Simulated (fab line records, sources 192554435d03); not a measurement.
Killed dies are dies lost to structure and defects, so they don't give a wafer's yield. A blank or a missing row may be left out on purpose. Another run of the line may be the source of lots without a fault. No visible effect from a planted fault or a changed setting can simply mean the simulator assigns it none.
Chamber matching :: flow n5 finfet :: N5_BEOL_M11_DEP_56 on pecvd-02 has 3 sister chambers
The step deposits SiCN from 3MS/NH3, target thk 30 nm, time 10.5 s. 6 wafers are shown with their chamber, then 11 later ones without.

## WAFERS, EACH WITH ITS CHAMBER
wafer: L083.1
chamber: 0
throttle valve pct (%): 18.8
showerhead plenum p Torr (Torr): 4.181

wafer: L083.3
chamber: 2
throttle valve pct (%): 15.8
showerhead plenum p Torr (Torr): 4.144

wafer: L083.4
chamber: 2
throttle valve pct (%): 16.1
showerhead plenum p Torr (Torr): 4.154

wafer: L083.5
chamber: 0
throttle valve pct (%): 19.1
showerhead plenum p Torr (Torr): 4.189

wafer: L083.6
chamber: 1
throttle valve pct (%): 18.6
showerhead plenum p Torr (Torr): 4.192

wafer: L087.1
chamber: 1
throttle valve pct (%): 18.4
showerhead plenum p Torr (Torr): 4.180

## WAFERS WHOSE CHAMBER IS MISSING
wafer: L087.3
throttle valve pct (%): 18.8
showerhead plenum p Torr (Torr): 4.185

wafer: L087.6
throttle valve pct (%): 19.0
showerhead plenum p Torr (Torr): 4.183

wafer: L090.3
throttle valve pct (%): 15.8
showerhead plenum p Torr (Torr): 4.153

wafer: L090.4
throttle valve pct (%): 15.7
showerhead plenum p Torr (Torr): 4.158

wafer: L090.6
throttle valve pct (%): 18.5
showerhead plenum p Torr (Torr): 4.167

wafer: L093.4
throttle valve pct (%): 18.8
showerhead plenum p Torr (Torr): 4.175

wafer: L093.5
throttle valve pct (%): 18.5
showerhead plenum p Torr (Torr): 4.178

wafer: L093.6
throttle valve pct (%): 16.1
showerhead plenum p Torr (Torr): 4.144

wafer: L097.1
throttle valve pct (%): 18.7
showerhead plenum p Torr (Torr): 4.180

wafer: L097.3
throttle valve pct (%): 19.1
showerhead plenum p Torr (Torr): 4.171

wafer: L097.5
throttle valve pct (%): 18.2
showerhead plenum p Torr (Torr): 4.177

## WHICH CHAMBER EACH WENT THROUGH
wafer: L087.3
from the rows above: can't be placed: 0 or 1
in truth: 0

wafer: L087.6
from the rows above: 0
in truth: 0

wafer: L090.3
from the rows above: 2
in truth: 2

wafer: L090.4
from the rows above: 2
in truth: 2

wafer: L090.6
from the rows above: can't be placed: 1 or 0
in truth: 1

wafer: L093.4
from the rows above: can't be placed: 0 or 1
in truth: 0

wafer: L093.5
from the rows above: can't be placed: 1 or 0
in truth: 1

wafer: L093.6
from the rows above: 2
in truth: 2

wafer: L097.1
from the rows above: can't be placed: 1 or 0
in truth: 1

wafer: L097.3
from the rows above: can't be placed: 0 or 1
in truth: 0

wafer: L097.5
from the rows above: 1
in truth: 1
Correct placement for 5 of the 11. Unplaceable from these rows: 6, with the true chamber sitting among the candidates in 6. 0 placed wrongly.
How it was worked out, from the rows above alone: a wafer's distance from a chamber is the root of the sum, over the readings, of the square of ((its reading less the chamber's mean) divided by the reading's scatter). The wafer belongs to the nearest chamber; if the next one is less than 2 further off, it can't be placed. Each chamber's mean is taken over the wafers shown for it. The scatter is the square root of a quotient: the sum, over the shown wafers, of each reading's squared deviation from its chamber's mean, divided by wafers minus chambers.
